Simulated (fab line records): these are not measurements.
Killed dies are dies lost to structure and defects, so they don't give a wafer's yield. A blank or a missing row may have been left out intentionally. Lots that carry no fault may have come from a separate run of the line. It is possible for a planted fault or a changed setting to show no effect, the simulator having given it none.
One fault through the eyes of 2 desks + flow n5_finfet + what lay behind the numbers comes last; until then each desk has only its own

## FROM THE METROLOGY DESK
Means of the sampled wafers that have a number, per lot and without regard to the tool the lot ran on: this is what the gauges read. Marked OUT: a lot whose mean sits more than 4 standard deviations from the usual mean, which makes it out of limits; the brackets give that distance. Readings shown: 7 of its 10, picked as those furthest out on some lot.
Columns: A = DIBL_N at N5_BEOL_M4_RC_MEAS_101, usual 36.3 mV/V; B = ION_N at N5_BEOL_M4_RC_MEAS_101, usual 675 uA/um; C = ION_P at N5_BEOL_M4_RC_MEAS_101, usual 463 uA/um; D = SS_N at N5_BEOL_M4_RC_MEAS_101, usual 71.6 mV/dec; E = SS_P at N5_BEOL_M4_RC_MEAS_101, usual 73.3 mV/dec; F = VT_N at N5_BEOL_M4_RC_MEAS_101, usual 250 mV; G = VT_P at N5_BEOL_M4_RC_MEAS_101, usual -250 mV
| lot  | first seen here | A    | B   | C   | D    | E    | F   | G    |
|------|-----------------|------|-----|-----|------|------|-----|------|
| L475 | day 9 17:16     | 36.1 | 671 | 456 | 71.5 | 72.9 | 251 | -254 |
| L477 | day 10 02:59    | 36.9 | 674 | 465 | 71.5 | 73.6 | 249 | -249 |
| L473 | day 10 05:23    | 34.5 | 670 | 460 | 71.1 | 72.3 | 252 | -253 |
| L482 | day 11 17:00    | 36.7 | 679 | 460 | 71.4 | 73.3 | 249 | -252 |
| L484 | day 12 23:00    | 36.0 | 688 | 473 | 71.8 | 73.2 | 247 | -245 |
| L490 | day 13 20:44    | 35.5 | 676 | 461 | 71.4 | 73.7 | 250 | -248 |
| L491 | day 14 11:29    | 36.4 | 677 | 467 | 71.3 | 73.0 | 247 | -249 |
| L494 | day 15 14:51    | 35.8 | 662 | 458 | 71.0 | 73.0 | 254 | -252 |
| L496 | day 16 21:25    | 36.2 | 672 | 461 | 72.3 | 72.9 | 250 | -250 |
This desk found nothing out of limits on any of the 9 lots.

## AT THE TOOL OWNER'S DESK: ald_metal-03
The tool's own readings at N5_MOL_CONTACT_COAG_ALD_20 (deposits TiN, target thk 1.5 nm, pulse time 1 s, purge time 3 s): means of the sampled wafers that have a number, for each lot that ran on this tool. Marked OUT: a lot whose mean sits more than 4 standard deviations from the usual mean, which makes it out of limits; the brackets give that distance.
Columns: A = heater_power_w at N5_MOL_CONTACT_COAG_ALD_20, usual 882 W; B = precursor_pulse_height_rel at N5_MOL_CONTACT_COAG_ALD_20, usual 1.001; C = susceptor_temp_C at N5_MOL_CONTACT_COAG_ALD_20, usual 399.94 C
| lot  | first seen here | A   | B     | C                        |
|------|-----------------|-----|-------|--------------------------|
| L475 | day 5 10:41     | 939 | 0.994 | 400.03                   |
| L482 | day 7 05:10     | 614 | 0.991 | 369.44 (-99 or more) OUT |
| L484 | day 7 16:55     | 783 | 1.003 | 369.59 (-99 or more) OUT |
| L496 | day 10 09:28    | 902 | 0.998 | 400.24                   |
This desk's verdict: out of limits on L482, L484, starting with L482 at day 7 05:10 (susceptor_temp_C at N5_MOL_CONTACT_COAG_ALD_20). L475, L496 stayed within limits.

## PUT TOGETHER
The tool owner's desk could have raised an alarm at day 7 05:10, on L482, L484.
At the metrology desk, nothing out of limits was observed.
The metrology desk holds a record of L482, L484, inside its limits.
Of the lots named, all ran N5_MOL_CONTACT_COAG_ALD_20 on ald_metal-03.

## WHAT THE SIMULATOR PUT IN
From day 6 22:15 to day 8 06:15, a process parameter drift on ald_metal-03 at N5_MOL_CONTACT_COAG_ALD_20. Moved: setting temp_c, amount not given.
Shown lots that were struck: L482, L484.
How many hours passed from the start of the fault until each desk's first out-of-limits reading: the tool owner's desk, 7.
